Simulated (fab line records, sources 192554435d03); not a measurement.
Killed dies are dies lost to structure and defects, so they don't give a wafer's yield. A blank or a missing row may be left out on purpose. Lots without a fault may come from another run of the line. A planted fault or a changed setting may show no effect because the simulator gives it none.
Split-lot experiment | flow n5_finfet | 7 lots, 21 wafers read, on a route of 1938 steps

THE SPLIT
At N5_BEOL_M0_SAQP_PECVD_96 (deposits a-Si from SiH4/He, target thk 45 nm, time 45.2 s), the setting time_s was moved away from the recipe's 45.2 s on 4 of the 21 wafers read, by -14.9% to -8.9%. The other wafers ran this setting at the recipe's value.

FROM THE SPLIT TO THE READING: what the file shows between them, 4 steps
- N5_BEOL_M0_SAQP_PECVD_97: deposits SiNx from SiH4/NH3/N2, target thk 23 nm, time 19.9 s
- N5_BEOL_M0_SAQP_PECVD_04: deposits a-Si from SiH4/He, target thk 60 nm, time 60.2 s
- N5_BEOL_M0_SAQP_ETCH_101: etches SiNx in CH3F/O2, target depth 29.9 nm, time 42.7 s
- N5_BEOL_M0_SAQP_ETCH_102: etches SiO2 in CF4, target depth 4 nm, time 4.4 s

THE READING
etch.depth_nm (the simulator's own value, which no gauge read), in nm, at N5_BEOL_M0_SAQP_MANDREL_ETCH_103 (etches a-Si in HBr/Cl2, stops on SiCN, target depth 45 nm, bt time 10 s, time 27 s). The file gives no usual value for it. The 17 wafers here that ran the recipe average 45.07 nm, standard deviation 0.58 nm.

wafer  | tool, chamber at the split | time_s as run, s | against the recipe | etch.depth_nm, nm | against lot-mates on the recipe
L078.1 | pecvd-03, 1                | 45.2             | recipe             | 44.94             | -
L078.2 | pecvd-03, 2                | 45.2             | recipe             | 43.99             | -
L078.6 | pecvd-03, 2                | 45.2             | recipe             | 44.36             | -
L079.1 | pecvd-04, 2                | 41.17            | -8.9%              | 41.25             | -3.83
L079.3 | pecvd-04, 1                | 45.2             | recipe             | 45.08             | -
L079.5 | pecvd-04, 2                | 41.17            | -8.9%              | 41.48             | -3.60
L080.2 | pecvd-02, 2                | 38.46            | -14.9%             | 37.19             | -7.79
L080.3 | pecvd-02, 0                | 38.46            | -14.9%             | 38.2              | -6.78
L080.4 | pecvd-02, 2                | 45.2             | recipe             | 44.98             | -
L082.2 | pecvd-03, 1,2              | 45.2             | recipe             | 45.36             | -
L082.5 | pecvd-03, 0                | 45.2             | recipe             | 46.22             | -
L082.6 | pecvd-03, 1,2              | 45.2             | recipe             | 45.48             | -
L084.4 | pecvd-03, 0                | 45.2             | recipe             | 45.64             | -
L084.5 | pecvd-03, 2                | 45.2             | recipe             | 44.89             | -
L084.6 | pecvd-03, 1                | 45.2             | recipe             | 46.08             | -
L093.1 | pecvd-04, 0                | 45.2             | recipe             | 45.14             | -
L093.3 | pecvd-04, 1                | 45.2             | recipe             | 45.06             | -
L093.4 | pecvd-04, 1                | 45.2             | recipe             | 45.42             | -
L097.1 | pecvd-02, 0,1              | 45.2             | recipe             | 44.64             | -
L097.3 | pecvd-02, 0,1              | 45.2             | recipe             | 44.54             | -
L097.6 | pecvd-02, 0                | 45.2             | recipe             | 44.43             | -
Where a row lists several chambers, the file gives one row for several wafers and doesn't say which wafer went through which chamber.

THE FIT
A straight line over all 21 wafers: etch.depth_nm changes by +0.476 nm for each +1% of time_s; r = +0.97; the points scatter about the line by 0.6 nm.
The same after taking each lot's own level away (the mean of its wafers on the recipe; 21 wafers): +0.471 nm for each +1%; r = +0.99; scatter 0.39 nm.
On that fit, the largest move of time_s shifts the reading by 7 nm.
The lots' own levels span 44.430 to 45.687 nm, that is 2.2 times the standard deviation above.
So the lot-to-lot level changes the slope little: the two slopes agree.
Check: with one of the wafers moved furthest among these (-14.9%) left out of the fit, the line predicts -6.55 nm for it against its lot-mates. It came out at -7.79 nm against them.

OTHER SPLITS ON THESE WAFERS
These wafers also went through other splits before the reading. Each is held against what the fit with the lots' levels taken away leaves over:
other split on the same wafers           | wafers away from the commonest value | r with etch.depth_nm (lot level and that fit taken away)
N5_GATE_CUT_EXPOSE_10 dose_mj            | 10                                   | +0.10
N5_GATE_CUT_CUT_ETCH_53 icp_w            | 6                                    | -0.27
N5_MOL_CONTACT_COAG_ALD_27 ald_cycles    | 6                                    | -0.11
N5_MOL_CONTACT_COAG_EXPOSE_81 dose_mj    | 9                                    | +0.18
N5_MOL_CONTACT_COAG_CVD_140 target_thk_a | 4                                    | -0.16

THE WHOLE CHAIN: every reading that the file lists as answering this split, in the file's order
step                             | what it does                                                                       | reading                                                                               | change (the file's fit)              | r (the file's)
N5_BEOL_M0_SAQP_PECVD_96         | deposits a-Si from SiH4/He, target thk 45 nm, time 45.2 s                          | a-Si_of_BEOL_M0_SAQP_PECVD_96.thk_nm (the simulator's own value, which no gauge read) | +0.47 nm for each +1% of the setting | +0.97
N5_BEOL_M0_SAQP_MANDREL_ETCH_103 | etches a-Si in HBr/Cl2, stops on SiCN, target depth 45 nm, bt time 10 s, time 27 s | etch.depth_nm (the simulator's own value, which no gauge read)                        | +0.47 nm for each +1% of the setting | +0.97

THE FILE'S OWN FIT
etch.depth_nm changes by +0.47 nm for each +1% of time_s, r = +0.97.
